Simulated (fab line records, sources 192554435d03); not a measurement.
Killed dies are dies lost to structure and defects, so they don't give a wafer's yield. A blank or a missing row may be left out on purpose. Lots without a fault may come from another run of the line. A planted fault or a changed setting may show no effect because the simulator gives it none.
Which tool did it? | flow n5_finfet | 12 lots, 36 wafers sampled, at 6 steps of a route of 1938

WHAT THE GAUGES READ, wafer by wafer
N5_BEOL_M3_CD_MEAS_11: target cd 17.05 nm.
lot  | measured     | on        | cd_nm (nm)
L076 | day 7 11:20  | cd_sem-01 | 17.20 16.78 17.08
L077 | day 7 23:05  | cd_sem-02 | 17.20 17.20 17.14
L079 | day 8 02:32  | cd_sem-03 | 16.97 16.69 17.16
L081 | day 9 00:43  | cd_sem-03 | 16.69 17.35 16.89
L083 | day 9 12:40  | cd_sem-01 | 17.17 17.40 16.87
L085 | day 10 07:16 | cd_sem-02 | 17.01 16.91 16.80
L088 | day 10 14:11 | cd_sem-02 | 17.25 17.12 17.10
L087 | day 10 21:18 | cd_sem-03 | 16.97 16.99 16.98
L091 | day 11 07:18 | cd_sem-01 | 17.25 17.31 17.24
L092 | day 12 16:39 | cd_sem-02 | 16.57 17.16 16.88
L095 | day 12 17:13 | cd_sem-01 | 16.76 17.01 17.19
L096 | day 13 00:00 | cd_sem-01 | 17.29 17.06 17.13

WHICH TOOL RAN EACH LOT (tool, then ch and the chambers of the sampled wafers, then the start)
lot  | N5_BEOL_M2_ANNEAL_49         | N5_BEOL_M2_SPUTTER_90        | N5_BEOL_M2_ANNEAL_51             | N5_BEOL_M2_CMP_52             | N5_BEOL_M3_ILD_DEP_00
L076 | pvd_sputter-03, day 7 07:16  | pvd_sputter-03, day 7 08:17  | rtp_anneal-02 ch 0, day 7 09:14  | cmp-02 ch 1,2,3, day 7 09:31  | pecvd-01 ch 0,1,2, day 7 10:04
L077 | pvd_sputter-02, day 7 19:21  | pvd_sputter-02, day 7 20:22  | rtp_anneal-02 ch 0, day 7 21:13  | cmp-03 ch 0,1,3, day 7 21:34  | pecvd-02 ch 0,2, day 7 22:09
L079 | pvd_sputter-03, day 7 22:53  | pvd_sputter-03, day 7 23:54  | rtp_anneal-02 ch 0, day 8 00:52  | cmp-02 ch 1,2, day 8 01:10    | pecvd-01 ch 0,1, day 8 01:53
L081 | pvd_sputter-02, day 8 19:58  | pvd_sputter-02, day 8 20:59  | rtp_anneal-01 ch 0, day 8 21:53  | cmp-04 ch 0,2, day 8 22:23    | pecvd-03 ch 0,1, day 8 23:02
L083 | pvd_sputter-03, day 9 08:01  | pvd_sputter-03, day 9 09:02  | rtp_anneal-01 ch 0, day 9 09:53  | cmp-02 ch 0,1,3, day 9 10:11  | pecvd-01 ch 0,1,2, day 9 10:50
L085 | pvd_sputter-02, day 10 03:10 | pvd_sputter-02, day 10 04:11 | rtp_anneal-01 ch 0, day 10 05:02 | cmp-04 ch 1,2, day 10 05:20   | pecvd-02 ch 0,1,2, day 10 05:57
L088 | pvd_sputter-03, day 10 08:27 | pvd_sputter-03, day 10 09:28 | rtp_anneal-01 ch 0, day 10 10:24 | cmp-03 ch 0,1,2, day 10 10:39 | pecvd-02 ch 0,1,2, day 10 11:18
L087 | pvd_sputter-02, day 10 15:58 | pvd_sputter-02, day 10 16:59 | rtp_anneal-01 ch 0, day 10 17:55 | cmp-03 ch 2,3, day 10 18:24   | pecvd-01 ch 0,2, day 10 19:01
L091 | pvd_sputter-01, day 11 03:44 | pvd_sputter-01, day 11 04:46 | rtp_anneal-02 ch 0, day 11 05:43 | cmp-03 ch 0,1,2, day 11 05:57 | pecvd-01 ch 1,2, day 11 06:32
L092 | pvd_sputter-03, day 12 12:51 | pvd_sputter-03, day 12 13:52 | rtp_anneal-02 ch 0, day 12 14:52 | cmp-04 ch 1,2, day 12 15:02   | pecvd-02 ch 0,1,2, day 12 15:40
L095 | pvd_sputter-01, day 12 13:10 | pvd_sputter-01, day 12 14:11 | rtp_anneal-01 ch 0, day 12 15:09 | cmp-03 ch 0,1,3, day 12 15:25 | pecvd-03 ch 0,2, day 12 16:01
L096 | pvd_sputter-01, day 12 19:36 | pvd_sputter-01, day 12 20:37 | rtp_anneal-02 ch 0, day 12 21:34 | cmp-02 ch 0,1,2, day 12 21:47 | pecvd-02 ch 0,1,2, day 12 22:25
- N5_BEOL_M2_ANNEAL_49: time 240 s.
- N5_BEOL_M2_SPUTTER_90: material Cu, target thk 4.5 nm, time 8.29 s.
- N5_BEOL_M2_ANNEAL_51: time 90 s.
- N5_BEOL_M2_CMP_52: polishes, stops on SiOC, t overpolish 6.8 s, target thk 40 nm.
- N5_BEOL_M3_ILD_DEP_00: deposits SiOC from DEMS/O2, target thk 79 nm, time 15.3 s.

THE ANSWER, worked out from the rows above alone
Rule: what is usual is taken from the lots themselves. Put in order of their means at a reading, lots are off if they are a third of the lots or fewer, leave a main group of 4 or more, and stand apart from it by a gap of 3 or more times the standard deviation of the main group's means; of several such gaps the widest counts. A main group whose means are all the same, to the digits that the tables above print for the reading, isn't used. A lot without any number at a reading at which 4 lots or more have one is off too. The other lots that the step has rows for count as sound.
No lot is off at any reading shown: from this, nothing can be told.

WHAT THE SIMULATOR HAD PUT IN
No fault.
